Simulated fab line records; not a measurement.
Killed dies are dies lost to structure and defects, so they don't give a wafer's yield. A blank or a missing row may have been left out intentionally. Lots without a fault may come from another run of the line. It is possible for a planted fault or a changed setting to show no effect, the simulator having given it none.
Chamber matching + flow nandHarc + NHARC_P_BONDPAD_ACTIVATE_29 on rieDiel-09 has 4 sister chambers
The step chemistry N2, time 60 s. 4 wafers are shown with their chamber, then 7 later ones without.

== WAFERS WITH THEIR CHAMBER ==
| wafer  | chamber | drypumpMotorCurrentA (A) |
|--------|---------|--------------------------|
| L116.6 | 0       | 5.0                      |
| L119.1 | 2       | 6.3                      |
| L126.1 | 1       | 5.4                      |
| L126.3 | 3       | 5.2                      |

== WAFERS WITHOUT THEIR CHAMBER ==
| wafer  | drypumpMotorCurrentA (A) |
|--------|--------------------------|
| L126.5 | 4.9                      |
| L128.3 | 4.9                      |
| L128.5 | 5.2                      |
| L128.6 | 6.3                      |
| L129.1 | 5.2                      |
| L129.2 | 6.3                      |
| L129.6 | 4.9                      |

== WHICH CHAMBER EACH WENT THROUGH ==
| wafer  | from the rows above | in truth |
|--------|---------------------|----------|
| L126.5 | 0                   | 0        |
| L128.3 | 0                   | 0        |
| L128.5 | 3                   | 3        |
| L128.6 | 2                   | 2        |
| L129.1 | 3                   | 3        |
| L129.2 | 2                   | 2        |
| L129.6 | 0                   | 0        |
Correctly placed: 7 of 7. Can't be placed from these rows: 0. 0 placed wrongly.
How it was worked out, from the rows above alone: a wafer's distance from a chamber is the root of the sum, over the readings, of the square of ((its reading less the chamber's mean) divided by the reading's scatter). The wafer belongs to the nearest chamber; if the next one is less than 2 further off, it can't be placed. For every chamber, the mean is computed from those of its wafers that are shown. The scatter: with one shown wafer a chamber, the root of the mean of the squares of how far each hidden wafer lies from its nearest shown one.
